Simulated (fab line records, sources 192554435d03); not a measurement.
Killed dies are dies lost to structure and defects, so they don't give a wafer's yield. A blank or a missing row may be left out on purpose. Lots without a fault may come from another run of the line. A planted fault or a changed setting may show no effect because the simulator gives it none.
Split-lot experiment | flow n5_finfet | 7 lots, 21 wafers read, on a route of 1938 steps

THE SPLIT
At N5_BEOL_M11_HM_DEP_02 (deposits TiN, target thk 20 nm), the setting target_thk_a was moved away from the recipe's 200 angstrom on 8 of the 21 wafers read, by -8.8% to +12.9%. The other wafers ran this setting at the recipe's value.

FROM THE SPLIT TO THE READING: what the file shows between them, 8 steps
- N5_BEOL_M11_COAT_05: resist thk 90 nm (also split here: spin_rpm)
- N5_BEOL_M11_EBR_07
- N5_BEOL_M11_SOFTBAKE_06: time 60 s
- N5_BEOL_M11_EXPOSE_08: exposes mask M11
- N5_BEOL_M11_PEB_09: peb time 60 s
- N5_BEOL_M11_DEVELOP_10: develop time 30 s
- N5_BEOL_M11_STRIP_68: strips in N2/H2
- N5_BEOL_M11_STRIP_67: strips in CF4

THE READING
etch.depth_nm (the simulator's own value, which no gauge read), in nm, at N5_BEOL_M11_HM_OPEN_17 (chemistry Cl2/BCl3, target TiN, target depth 20 nm, overetch 6 nm). The file gives no usual value for it. The 13 wafers here that ran the recipe average 20.09 nm, standard deviation 0.35 nm.

wafer  | tool, chamber at the split | target_thk_a as run, angstrom | against the recipe | etch.depth_nm, nm | against lot-mates on the recipe
L077.1 | pvd_sputter-01, -          | 200                           | recipe             | 20.25             | -
L077.4 | pvd_sputter-01, -          | 200                           | recipe             | 20.38             | -
L077.5 | pvd_sputter-01, -          | 200                           | recipe             | 20.31             | -
L081.2 | pvd_sputter-03, -          | 200                           | recipe             | 19.91             | -
L081.4 | pvd_sputter-03, -          | 184.6                         | -7.7%              | 18.13             | -1.78
L081.6 | pvd_sputter-03, -          | 184.6                         | -7.7%              | 17.96             | -1.95
L083.2 | pvd_sputter-01, -          | 225.8                         | +12.9%             | 22.75             | +2.67
L083.5 | pvd_sputter-01, -          | 225.8                         | +12.9%             | 22.75             | +2.67
L083.6 | pvd_sputter-01, -          | 200                           | recipe             | 20.08             | -
L084.2 | pvd_sputter-01, -          | 200                           | recipe             | 20.22             | -
L084.3 | pvd_sputter-01, -          | 190.3                         | -4.8%              | 19.04             | -1.18
L084.4 | pvd_sputter-01, -          | 190.3                         | -4.8%              | 19.26             | -0.96
L086.3 | pvd_sputter-01, -          | 200                           | recipe             | 20.45             | -
L086.4 | pvd_sputter-01, -          | 182.5                         | -8.8%              | 18.36             | -2.04
L086.5 | pvd_sputter-01, -          | 200                           | recipe             | 20.35             | -
L089.1 | pvd_sputter-01, -          | 200                           | recipe             | 20.16             | -
L089.5 | pvd_sputter-01, -          | 200                           | recipe             | 20.27             | -
L089.6 | pvd_sputter-01, -          | 200                           | recipe             | 20.08             | -
L097.1 | pvd_sputter-03, -          | 210.2                         | +5.1%              | 20.21             | +0.88
L097.3 | pvd_sputter-03, -          | 200                           | recipe             | 19.42             | -
L097.6 | pvd_sputter-03, -          | 200                           | recipe             | 19.25             | -

THE FIT
A straight line over all 21 wafers: etch.depth_nm changes by +0.208 nm for each +1% of target_thk_a; r = +0.95; the points scatter about the line by 0.38 nm.
The same after taking each lot's own level away (the mean of its wafers on the recipe; 21 wafers): +0.217 nm for each +1%; r = +1.00; scatter 0.11 nm.
On that fit, the largest move of target_thk_a shifts the reading by 2.8 nm.
The lots' own levels span 19.335 to 20.400 nm, that is 3.0 times the standard deviation above.
So the lot-to-lot level changes the slope little: the two slopes agree.
Check: with one of the wafers moved furthest among these (+12.9%) left out of the fit, the line predicts +2.78 nm for it against its lot-mates. It came out at +2.67 nm against them.

OTHER SPLITS ON THESE WAFERS
These wafers also went through other splits before the reading. Each is held against what the fit with the lots' levels taken away leaves over:
other split on the same wafers | wafers away from the commonest value | r with etch.depth_nm (lot level and that fit taken away)
N5_BEOL_M9_DESCUM_16 time_s    | 6                                    | +0.13
N5_BEOL_M10_PEB_26 peb_time_s  | 5                                    | -0.04
N5_BEOL_M11_COAT_05 spin_rpm   | 9                                    | -0.12

THE WHOLE CHAIN: every reading that the file lists as answering this split, in the file's order
step                   | what it does                                                      | reading                                                                           | change (the file's fit)               | r (the file's)
N5_BEOL_M11_HM_DEP_02  | deposits TiN, target thk 20 nm                                    | TiN_of_BEOL_M11_HM_DEP_02.thk_nm (the simulator's own value, which no gauge read) | +0.222 nm for each +1% of the setting | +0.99
N5_BEOL_M11_HM_OPEN_17 | chemistry Cl2/BCl3, target TiN, target depth 20 nm, overetch 6 nm | etch.depth_nm (the simulator's own value, which no gauge read)                    | +0.217 nm for each +1% of the setting | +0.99

THE FILE'S OWN FIT
etch.depth_nm changes by +0.217 nm for each +1% of target_thk_a, r = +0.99.
